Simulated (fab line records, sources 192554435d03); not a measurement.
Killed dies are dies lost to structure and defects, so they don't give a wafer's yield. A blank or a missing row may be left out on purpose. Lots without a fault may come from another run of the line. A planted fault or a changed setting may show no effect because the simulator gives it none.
fab line records | flow n5_finfet
record lots=24 wafers=72 last_day=18
route steps=1938 shown BEOL_M0@745 BEOL_M1@786
lots that met no fault: from a run of the same line without faults
start_h: hours from the record's first day to the start of the lot's first wafer shown | wait_h: hours since the lot's step before | " the same as in the row above | L1.1+2: a row that stands for several wafers | - no value, or no start given | * or withheld: withheld | < > ~ a bound
route shown NAME@n: a module of which the file shows steps, and the number in the route of the first | usual: mean/standard deviation of fault-free wafers | same: alike in all rows | chamber/n: place in a boat | sites: the reading at each site | _std_site: their standard deviation | _edge_site: outer sites' mean less inner sites' | radius_mm: how far each site lies from the wafer's centre | mask NAME#n: copy n | behind: the tool/chamber that last shaped the wafer | hold: why the lot was held/for how many hours/how that ended | device: the transistor (n, p or np) that didn't switch | end of line: the same wafers' tests at the end of the route | a step without rows: its recipe alone | killed: dies lost to structure and defects at the first sort, not the wafer's yield | map: a wafer's dies, x killed, . not, _ none there
set.NAME: the setting as run; set.NAME@STEP: as run at that earlier step | model.NAME: the simulator's own value behind a step, which no gauge read
steps of the route over a sample of lots; a table a step, a row a wafer
services: from which hour (start_h, from the record's first day; less than 0 if before it) a tool's chamber was out of use, for how many hours, and why
## steps
# step N5_BEOL_M0_PRE_CLEAN_131
# recipe gas=NH3/H2 time_s=15 temp_c=* rf_power_w=300
# usual heater_power_w=90/15
# columns lot.wafer tool chamber start_h wait_h heater_power_w since_wet_clean_h
L074.3 cvd_co-02 0 121.67 0.1 62 -
L074.4 " 1 " " 110 -
L074.5 " 1 " " 107 -
L075.1 cvd_co-01 2 125.83 0.0 81 208
L075.3 " 0 " " 103 -
L075.6 " 2 " " 81 -
L076.1 cvd_co-01 0 135.64 0.2 107 677
L076.3 " 0 " " 104 -
L076.4 " 2 " " 81 -
L077.1 cvd_co-02 0 138.84 0.0 63 899
L077.3 " 0 " " 62 -
L077.6 " 2 " " 99 -
L079.1 cvd_co-02 0 151.51 0.0 64 912
L079.4 " 2 " " 105 -
L079.6 " 1 " " 95 -
L078.1 cvd_co-01 0 154.32 0.0 108 696
L078.4 " 1 " " 92 -
L078.5 " 0 " " 108 -
L080.1 cvd_co-01 1 158.65 0.0 92 1137
L080.3 " 0 " " 107 700
L080.5 " 2 " " 78 -
L081.1 cvd_co-02 0 160.25 0.0 63 920
L081.2 " 1 " " 95 16
L081.5 " 2 " " 103 -
L082.1 cvd_co-01 2 177.04 0.0 82 259
L082.5 " 0 " " 107 -
L082.6 " 2 " " 81 -
L083.4 cvd_co-02 2 184.05 0.1 106 -
L083.5 " 1 " " 95 -
L083.6 " 0 " " 62 -
L084.2 cvd_co-01 0 186.08 0.0 107 727
L084.4 " 1 " " 94 -
L084.5 " 2 " " 81 -
L085.2 cvd_co-01 1 197.32 0.0 92 1176
L085.4 " 2 " " 81 -
L085.6 " 1 " " 91 -
L086.1 cvd_co-02 0 201.41 0.0 63 961
L086.2 " 1 " " 95 57
L086.3 " 2 " " 103 502
L088.1 cvd_co-02 0 205.47 0.0 64 965
L088.4 " 2 " " 104 -
L088.6 " 1 " " 93 -
L087.1 cvd_co-02 0 206.12 0.0 65 966
L087.2 " 1 " " 95 62
L087.6 " 0 " " 66 -
L090.3 cvd_co-01 2 213.42 0.0 79 295
L090.4 " 1 " " 92 -
L090.5 " 0 " " 104 -
L089.2 cvd_co-01 0 214.32 0.0 106 756
L089.3 " 2 " " 81 296
L089.5 " 1 " " 91 -
L091.2 cvd_co-02 1 222.62 0.0 92 78
L091.4 " 0 " " 66 -
L091.6 " 2 " " 101 -
L092.2 cvd_co-01 0 226.00 0.0 104 767
L092.3 " 2 " " 82 308
L092.5 " 2 " " 80 -
L093.1 cvd_co-01 2 240.51 0.0 81 323
L093.4 " 0 " " 108 -
L093.6 " 1 " " 91 -
L094.1 cvd_co-01 0 241.27 0.0 107 783
L094.3 " 1 " " 92 1220
L094.4 " 1 " " 91 -
L095.2 cvd_co-01 2 255.20 0.0 82 337
L095.3 " 1 " " 94 1234
L095.4 " 1 " " 93 -
L096.3 cvd_co-01 2 260.55 0.0 82 343
L096.4 " 0 " " 105 -
L096.5 " 1 " " 91 -
L097.2 cvd_co-02 0 263.56 0.0 64 1024
L097.3 " 1 " " 96 119
L097.4 " 1 " " 94 -
# step N5_BEOL_M1_CD_MEAS_28
# recipe landing_energy_ev=500 detector=se_inlens target_cd_y_nm=23.3
# usual cd_nm=24.05/0.27
# columns lot.wafer tool chamber start_h wait_h cd_nm
L074.3 cd_sem-01 0 124.60 - 24.45
L074.4 " 0 " " 23.81
L074.5 " 0 " " 24.58
L075.1 cd_sem-02 0 129.17 - 24.30
L075.3 " 0 " " 24.21
L075.6 " 0 " " 23.83
L076.1 cd_sem-03 0 138.54 - 24.40
L076.3 " 0 " " 24.18
L076.4 " 0 " " 24.33
L077.1 cd_sem-02 0 142.20 - 24.34
L077.3 " 0 " " 23.30
L077.6 " 0 " " 24.14
L079.1 cd_sem-02 0 153.71 - 24.02
L079.4 " 0 " " 24.30
L079.6 " 0 " " 23.95
L078.1 cd_sem-01 0 157.13 - 24.49
L078.4 " 0 " " 24.01
L078.5 " 0 " " 24.44
L080.1 cd_sem-01 0 161.23 - 24.39
L080.3 " 0 " " 24.31
L080.5 " 0 " " 24.26
L081.1 cd_sem-01 0 163.35 - 24.31
L081.2 " 0 " " 23.80
L081.5 " 0 " " 24.38
L082.1 cd_sem-03 0 179.37 - 23.85
L082.5 " 0 " " 24.11
L082.6 " 0 " " 23.96
L083.4 cd_sem-01 0 188.82 - 24.44
L083.5 " 0 " " 23.62
L083.6 " 0 " " 24.01
L084.2 cd_sem-03 0 189.26 - 24.45
L084.4 " 0 " " 23.92
L084.5 " 0 " " 23.47
L085.2 cd_sem-03 0 200.01 - 24.06
L085.4 " 0 " " 23.79
L085.6 " 0 " " 23.68
L086.1 cd_sem-01 0 203.71 - 24.17
L086.2 " 0 " " 24.17
L086.3 " 0 " " 24.19
L088.1 cd_sem-01 0 211.08 - 23.83
L088.4 " 0 " " 24.72
L088.6 " 0 " " 24.32
L087.1 cd_sem-01 0 211.31 - 23.82
L087.2 " 0 " " 23.74
L087.6 " 0 " " 23.74
L090.3 cd_sem-03 0 220.13 - 24.17
L090.4 " 0 " " 24.00
L090.5 " 0 " " 24.26
L089.2 cd_sem-01 0 220.55 - 23.30
L089.3 " 0 " " 23.85
L089.5 " 0 " " 23.61
L091.2 cd_sem-02 0 226.77 - 24.18
L091.4 " 0 " " 23.98
L091.6 " 0 " " 23.85
L092.2 cd_sem-02 0 229.18 - 23.69
L092.3 " 0 " " 24.09
L092.5 " 0 " " 23.87
L093.1 cd_sem-01 0 244.35 - 23.88
L093.4 " 0 " " 24.09
L093.6 " 0 " " 23.86
L094.1 cd_sem-02 0 244.97 - 24.13
L094.3 " 0 " " 24.04
L094.4 " 0 " " 23.88
L095.2 cd_sem-01 0 257.50 - 24.09
L095.3 " 0 " " 24.05
L095.4 " 0 " " 23.66
L096.3 cd_sem-01 0 262.74 - 23.83
L096.4 " 0 " " 24.34
L096.5 " 0 " " 24.05
L097.2 cd_sem-03 0 266.36 - 23.90
L097.3 " 0 " " 24.13
L097.4 " 0 " " 23.90
# step N5_BEOL_M1_ETCH_69
# recipe chemistry=CF4 target=SiARC target_depth_a=156 mask_material=CAR-EUV time_s=26 ion_energy_ev=80 pressure_mtorr=40 source_w=545 bias_w=36 Ar_flow_sccm=100 cf4_flow_sccm=100 ends=cleared
# usual drypump_motor_current_A=5.9/0.57 etch_rf_on_time_s=25.8/0.34 oes_product_au=0.67/0.085 rf_vpp_V=184.2/1.4 showerhead_plenum_p_Torr=2.15/0.081 throttle_valve_pct=15.58/0.21
# columns lot.wafer tool chamber start_h wait_h drypump_motor_current_A etch_rf_on_time_s oes_product_au rf_hours_counter_h rf_vpp_V showerhead_plenum_p_Torr throttle_valve_pct
L074.3 rie_diel-04 1 124.77 0.0 5.4 26.3 0.58 241 184.6 2.20 15.91
L074.4 " 0 " " 5.4 26.2 0.67 137 183.6 2.23 15.73
L074.5 " 3 " " 6.8 26.0 0.60 - 183.5 2.05 15.50
L075.1 rie_diel-01 1 129.35 0.0 4.7 26.3 0.58 245 184.7 2.20 15.97
L075.3 " 3 " " 6.2 25.9 0.68 88 182.8 2.08 15.37
L075.6 " 3 " " 6.2 25.7 0.69 - 183.5 2.08 15.38
L076.1 rie_diel-03 0 138.72 0.0 5.2 26.1 0.64 152 183.1 2.06 15.49
L076.3 " 2 " " 5.5 26.0 0.63 171 183.5 2.14 15.72
L076.4 " 0 " " 5.1 25.9 0.63 - 182.5 2.06 15.49
L077.1 rie_diel-01 1 142.38 0.0 4.7 26.3 0.58 249 185.5 2.19 16.00
L077.3 " 2 " " 6.5 26.1 0.58 237 182.7 2.11 15.97
L077.6 " 1 " " 4.7 26.3 0.57 - 184.1 2.19 15.97
L079.1 rie_diel-01 3 153.88 0.0 6.2 25.9 0.67 98 182.6 2.07 15.40
L079.4 " 3 " " 6.2 25.8 0.67 - 182.2 2.07 15.39
L079.6 " 2 " " 6.6 26.0 0.58 - 184.7 2.11 15.97
L078.1 rie_diel-03 0 157.31 0.0 5.2 25.7 0.63 159 183.8 2.06 15.50
L078.4 " 3 " " 6.4 25.9 0.82 3 185.0 2.28 15.21
L078.5 " 1 " " 6.1 26.3 0.62 - 184.9 2.23 15.72
L080.1 rie_diel-01 0 161.41 0.0 5.8 25.1 0.82 16 186.3 2.27 15.29
L080.3 " 3 " " 6.2 25.4 0.67 102 182.9 2.07 15.40
L080.5 " 2 " " 6.6 25.8 0.58 - 185.3 2.10 15.97
L081.1 rie_diel-04 2 163.52 0.0 6.1 26.4 0.60 220 183.7 2.12 15.80
L081.2 " 3 " " 6.7 25.8 0.59 208 183.3 2.04 15.53
L081.5 " 2 " " 6.1 26.0 0.60 - 184.1 2.12 15.80
L082.1 rie_diel-01 1 179.55 0.0 4.7 25.2 0.83 5 186.1 2.19 15.49
L082.5 " 1 " " 4.7 25.7 0.82 - 183.4 2.19 15.48
L082.6 " 0 " " 5.8 25.4 0.80 - 185.2 2.27 15.31
L083.4 rie_diel-04 0 189.19 0.0 5.4 26.3 0.65 160 184.6 2.23 15.78
L083.5 " 1 " " 5.4 25.6 0.80 - 183.9 2.19 15.46
L083.6 " 0 " " 5.4 26.3 0.66 - 185.5 2.23 15.77
L084.2 rie_diel-03 0 189.44 0.0 5.1 25.8 0.62 169 182.6 2.06 15.51
L084.4 " 2 " " 5.5 25.9 0.62 188 184.5 2.13 15.73
L084.5 " 0 " " 5.1 26.0 0.63 - 183.8 2.06 15.52
L085.2 rie_diel-01 3 200.23 0.0 6.2 25.8 0.66 116 183.2 2.07 15.43
L085.4 " 3 " " 6.2 25.8 0.66 - 182.2 2.07 15.44
L085.6 " 0 " " 5.9 25.2 0.79 - 186.5 2.27 15.31
L086.1 rie_diel-04 3 203.88 0.0 6.8 25.6 0.59 220 183.0 2.04 15.55
L086.2 " 1 " " 5.4 25.2 0.80 17 183.5 2.19 15.46
L086.3 " 0 " " 5.3 26.0 0.65 167 184.7 2.22 15.79
L088.1 rie_diel-03 3 211.25 0.0 6.5 25.7 0.77 20 185.9 2.27 15.24
L088.4 " 2 " " 5.4 25.9 0.62 195 182.8 2.13 15.76
L088.6 " 1 " " 6.1 26.0 0.62 - 184.6 2.23 15.72
L087.1 rie_diel-04 2 211.49 0.0 6.1 25.9 0.60 238 183.5 2.11 15.83
L087.2 " 1 " " 5.4 25.1 0.79 18 184.8 2.19 15.48
L087.6 " 3 " " 6.7 25.8 0.58 - 182.9 2.04 15.56
L090.3 rie_diel-03 2 221.78 0.0 5.5 25.7 0.62 199 184.8 2.13 15.77
L090.4 " 3 " " 6.4 25.9 0.76 24 185.2 2.27 15.27
L090.5 " 0 " " 5.1 25.8 0.62 - 181.6 2.06 15.55
L089.2 rie_diel-03 3 221.89 0.0 6.4 26.2 0.75 24 186.0 2.27 15.26
L089.3 " 2 " " 5.5 25.6 0.62 199 183.1 2.13 15.77
L089.5 " 3 " " 6.4 26.0 0.76 - 185.3 2.27 15.24
L091.2 rie_diel-01 3 227.51 0.0 6.2 26.1 0.65 124 181.6 2.06 15.45
L091.4 " 2 " " 6.6 25.4 0.81 - 184.1 2.10 15.50
L091.6 " 3 " " 6.2 26.1 0.66 - 182.4 2.06 15.44
L092.2 rie_diel-03 3 229.60 0.0 6.5 25.9 0.75 28 186.0 2.27 15.27
L092.3 " 0 " " 5.2 25.7 0.62 182 182.0 2.05 15.54
L092.5 " 1 " " 6.1 26.1 0.62 - 186.5 2.22 15.74
L093.1 rie_diel-04 0 244.53 0.0 5.4 26.0 0.64 179 185.7 2.22 15.80
L093.4 " 0 " " 5.4 26.1 0.65 - 184.8 2.22 15.79
L093.6 " 2 " " 6.1 26.2 0.59 - 185.4 2.11 15.84
L094.1 rie_diel-01 3 245.23 0.0 6.2 26.2 0.65 128 182.7 2.06 15.45
L094.3 " 2 " " 6.6 25.5 0.79 11 183.2 2.10 15.50
L094.4 " 1 " " 4.7 25.9 0.78 17 184.6 2.19 15.51
L095.2 rie_diel-03 1 257.68 0.0 6.1 26.3 0.60 167 185.1 2.22 15.76
L095.3 " 3 " " 6.4 25.7 0.74 37 185.4 2.27 15.28
L095.4 " 0 " " 5.2 25.8 0.61 192 183.0 2.05 15.55
L096.3 rie_diel-03 0 262.91 0.0 5.2 25.9 0.60 193 183.7 2.05 15.57
L096.4 " 3 " " 6.4 26.0 0.73 38 187.6 2.27 15.27
L096.5 " 3 " " 6.5 25.9 0.73 - 186.0 2.27 15.28
L097.2 rie_diel-01 0 266.54 0.0 5.9 25.3 0.76 49 186.0 2.26 15.38
L097.3 " 3 " " 6.2 25.7 0.65 135 183.3 2.06 15.48
L097.4 " 2 " " 6.6 24.9 0.79 17 183.2 2.10 15.52
# step N5_BEOL_M1_PRE_CLEAN_45
# recipe gas=H2/He time_s=30 temp_c=250
# usual heater_power_w=316/28
# columns lot.wafer tool chamber start_h wait_h heater_power_w
L074.3 pvd_sputter-02 - 128.45 0.0 324
L074.4 " - " " 377
L074.5 " - " " 292
L075.1 pvd_sputter-02 - 131.84 0.0 315
L075.3 " - " " 373
L075.6 " - " " 332
L076.1 pvd_sputter-03 - 144.69 0.0 295
L076.3 " - " " 301
L076.4 " - " " 316
L077.1 pvd_sputter-02 - 147.60 0.0 333
L077.3 " - " " 324
L077.6 " - " " 287
L079.1 pvd_sputter-03 - 155.16 0.0 290
L079.4 " - " " 321
L079.6 " - " " 312
L078.1 pvd_sputter-03 - 160.28 0.0 288
L078.4 " - " " 306
L078.5 " - " " 286
L080.1 pvd_sputter-01 - 164.63 0.0 320
L080.3 " - " " 272
L080.5 " - " " 312
L081.1 pvd_sputter-01 - 169.69 0.0 318
L081.2 " - " " 278
L081.5 " - " " 311
L082.1 pvd_sputter-03 - 184.23 0.0 339
L082.5 " - " " 284
L082.6 " - " " 330
L083.4 pvd_sputter-03 - 191.51 0.0 316
L083.5 " - " " 314
L083.6 " - " " 282
L084.2 pvd_sputter-02 - 195.29 0.0 371
L084.4 " - " " 324
L084.5 " - " " 282
L085.2 pvd_sputter-03 - 204.90 0.0 328
L085.4 " - " " 290
L085.6 " - " " 287
L086.1 pvd_sputter-03 - 207.62 0.0 286
L086.2 " - " " 333
L086.3 " - " " 321
L087.1 pvd_sputter-03 - 213.22 0.0 316
L087.2 " - " " 333
L087.6 " - " " 287
L088.1 pvd_sputter-01 - 213.27 0.0 344
L088.4 " - " " 314
L088.6 " - " " 347
L090.3 pvd_sputter-02 - 223.84 0.0 320
L090.4 " - " " 323
L090.5 " - " " 377
L089.2 pvd_sputter-02 - 226.69 0.0 318
L089.3 " - " " 333
L089.5 " - " " 374
L091.2 pvd_sputter-03 - 231.05 0.0 316
L091.4 " - " " 289
L091.6 " - " " 307
L092.2 pvd_sputter-01 - 234.53 0.0 354
L092.3 " - " " 281
L092.5 " - " " 321
L094.1 pvd_sputter-02 - 247.99 0.0 283
L094.3 " - " " 384
L094.4 " - " " 335
L093.1 pvd_sputter-01 - 248.03 0.0 317
L093.4 " - " " 341
L093.6 " - " " 341
L095.2 pvd_sputter-02 - 265.08 0.0 372
L095.3 " - " " 333
L095.4 " - " " 285
L096.3 pvd_sputter-01 - 265.14 0.0 318
L096.4 " - " " 271
L096.5 " - " " 350
L097.2 pvd_sputter-02 - 269.73 0.0 378
L097.3 " - " " 338
L097.4 " - " " 322
# step N5_BEOL_M1_ALD_84
# recipe material=TaN target_thk_a=* temp_c=275 ald_precursor_family=PDMAT ald_co_reactant=NH3 pressure_torr=3 carrier_flow_sccm=1500 pulse_time_s=2 purge_time_s=3 co_reactant_purge_time_s=2 co_reactant_pulse_time_s=3 ald_cycles=30 precursor_vessel_temp_c=75 precursor_vessel_pressure_torr=26.25 precursor_vessel_carrier_sccm=1000
# usual heater_power_w=411/30
# same ald_cycles=30
# columns lot.wafer tool chamber start_h wait_h heater_power_w since_wet_clean_h
L074.3 ald_metal-04 3 128.51 0.0 462 1330
L074.4 " 1 " " 436 1330
L074.5 " 0 " " 448 -
L075.1 ald_metal-04 0 131.91 0.0 448 1333
L075.3 " 3 " " 442 1333
L075.6 " 1 " " 455 -
L076.1 ald_metal-04 1 144.77 0.1 461 1346
L076.3 " 0 " " 443 1346
L076.4 " 3 " " 451 1346
L077.1 ald_metal-02 2 147.67 0.0 426 5964
L077.3 " 1 " " 408 5964
L077.6 " 3 " " 377 -
L079.1 ald_metal-02 3 155.22 0.0 376 5972
L079.4 " 2 " " 419 5972
L079.6 " 3 " " 383 -
L078.1 ald_metal-03 2 160.34 0.0 370 4439
L078.4 " 0 " " 432 4439
L078.5 " 1 " " 439 -
L080.1 ald_metal-03 0 164.69 0.0 448 4443
L080.3 " 3 " " 407 4443
L080.5 " 0 " " 431 -
L081.1 ald_metal-02 0 169.75 0.0 365 5987
L081.2 " 2 " " 421 5987
L081.5 " 2 " " 420 -
L082.1 ald_metal-03 2 184.29 0.0 356 4463
L082.5 " 2 " " 373 -
L082.6 " 1 " " 432 -
L083.4 ald_metal-02 2 191.60 0.1 424 6008
L083.5 " 3 " " 382 -
L083.6 " 0 " " 370 -
L084.2 ald_metal-04 3 195.35 0.0 455 1397
L084.4 " 0 " " 438 1397
L084.5 " 3 " " 454 -
L085.2 ald_metal-02 2 204.98 0.1 422 6022
L085.4 " 0 " " 371 6022
L085.6 " 0 " " 363 -
L086.1 ald_metal-04 0 207.73 0.1 447 1409
L086.2 " 3 " " 453 1409
L086.3 " 1 " " 453 1409
L087.1 ald_metal-02 1 213.28 0.0 405 6030
L087.2 " 2 " " 425 6030
L087.6 " 1 " " 405 -
L088.1 ald_metal-03 2 213.43 0.1 368 4492
L088.4 " 0 " " 434 4492
L088.6 " 3 " " 410 -
L090.3 ald_metal-03 3 223.90 0.0 413 4502
L090.4 " 1 " " 438 4502
L090.5 " 3 " " 423 -
L089.2 ald_metal-02 1 226.77 0.1 404 6044
L089.3 " 0 " " 372 6044
L089.5 " 3 " " 383 -
L091.2 ald_metal-02 0 231.13 0.1 366 6048
L091.4 " 2 " " 423 6048
L091.6 " 0 " " 369 -
L092.2 ald_metal-02 1 234.62 0.1 402 6051
L092.3 " 0 " " 376 6051
L092.5 " 3 " " 381 -
L094.1 ald_metal-03 0 248.05 0.0 450 4526
L094.3 " 2 " " 368 4526
L094.4 " 3 " " 418 4526
L093.1 ald_metal-02 1 248.09 0.0 414 6065
L093.4 " 3 " " 384 6065
L093.6 " 0 " " 367 -
L095.2 ald_metal-02 3 265.33 0.2 392 6082
L095.3 " 1 " " 397 6082
L095.4 " 2 " " 428 6082
L096.3 ald_metal-03 3 265.34 0.2 413 4544
L096.4 " 1 " " 436 4544
L096.5 " 0 " " 444 -
L097.2 ald_metal-03 2 270.03 0.3 366 4548
L097.3 " 1 " " 430 4548
L097.4 " 3 " " 415 4548
# step N5_BEOL_M1_ANNEAL_89
# recipe temp_c=400 time_s=240 ambient=vacuum
# usual heater_power_w=783/71
# columns lot.wafer tool chamber start_h wait_h heater_power_w
L074.3 pvd_sputter-01 - 130.33 0.0 788
L074.4 " - " " 674
L074.5 " - " " 771
L075.1 pvd_sputter-01 - 135.15 0.0 674
L075.3 " - " " 857
L075.6 " - " " 878
L076.1 pvd_sputter-03 - 146.25 0.0 797
L076.3 " - " " 712
L076.4 " - " " 834
L077.1 pvd_sputter-02 - 149.18 0.0 946
L077.3 " - " " 823
L077.6 " - " " 791
L079.1 pvd_sputter-03 - 158.24 0.0 780
L079.4 " - " " 699
L079.6 " - " " 708
L078.1 pvd_sputter-01 - 162.08 0.0 802
L078.4 " - " " 821
L078.5 " - " " 697
L080.1 pvd_sputter-02 - 166.43 0.0 807
L080.3 " - " " 834
L080.5 " - " " 934
L081.1 pvd_sputter-02 - 172.89 0.0 801
L081.2 " - " " 712
L081.5 " - " " 839
L082.1 pvd_sputter-02 - 185.90 0.0 837
L082.5 " - " " 837
L082.6 " - " " 925
L083.4 pvd_sputter-03 - 193.28 0.0 720
L083.5 " - " " 784
L083.6 " - " " 720
L084.2 pvd_sputter-03 - 197.00 0.0 816
L084.4 " - " " 735
L084.5 " - " " 857
L085.2 pvd_sputter-03 - 206.66 0.0 806
L085.4 " - " " 705
L085.6 " - " " 719
L086.1 pvd_sputter-02 - 209.27 0.0 809
L086.2 " - " " 706
L086.3 " - " " 846
L087.1 pvd_sputter-01 - 214.78 0.0 865
L087.2 " - " " 810
L087.6 " - " " 680
L088.1 pvd_sputter-01 - 216.62 0.0 783
L088.4 " - " " 671
L088.6 " - " " 669
L090.3 pvd_sputter-01 - 225.67 0.0 867
L090.4 " - " " 682
L090.5 " - " " 691
L089.2 pvd_sputter-02 - 228.23 0.0 700
L089.3 " - " " 932
L089.5 " - " " 802
L091.2 pvd_sputter-03 - 234.09 0.0 708
L091.4 " - " " 821
L091.6 " - " " 778
L092.2 pvd_sputter-03 - 236.75 0.0 719
L092.3 " - " " 823
L092.5 " - " " 795
L094.1 pvd_sputter-01 - 249.49 0.0 676
L094.3 " - " " 880
L094.4 " - " " 822
L093.1 pvd_sputter-02 - 249.57 0.0 719
L093.4 " - " " 918
L093.6 " - " " 905
L095.2 pvd_sputter-03 - 268.44 0.0 770
L095.3 " - " " 733
L095.4 " - " " 713
L096.3 pvd_sputter-01 - 268.49 0.0 791
L096.4 " - " " 688
L096.5 " - " " 795
L097.2 pvd_sputter-03 - 271.58 0.0 727
L097.3 " - " " 814
L097.4 " - " " 779
## services
# columns tool chamber start_h hours kind
pvd_sputter-02 - 104.76 2.3 repair
cvd_co-02 2 110.89 11.5 repair
cvd_co-01 1 116.18 24.8 repair
cvd_co-02 1 122.41 - clean
cvd_co-02 1 122.41 22.0 scheduled_down
cvd_co-02 1 122.41 22.0 vent_cycle
rie_diel-03 3 122.82 - clean
rie_diel-03 3 122.82 - consumable_replace:focus_ring
rie_diel-03 - 123.29 14.6 pm
rie_diel-04 2 124.85 24.6 repair
rie_diel-04 0 161.53 6.6 repair
rie_diel-03 1 175.27 12.3 repair
rie_diel-04 3 193.45 8.9 repair
ald_metal-04 2 201.60 33.2 repair
ald_metal-03 - 203.37 8.7 pm
rie_diel-04 - 211.67 2.8 pm
rie_diel-01 - 217.33 9.7 repair
rie_diel-04 - 217.33 2.1 repair
cvd_co-01 - 228.17 6.0 pm
rie_diel-01 - 229.97 2.8 pm
rie_diel-04 1 239.23 6.4 repair
ald_metal-03 - 247.14 0.3 repair
ald_metal-02 - 248.30 8.7 pm
ald_metal-04 - 255.66 28.1 pm
## key
fault none
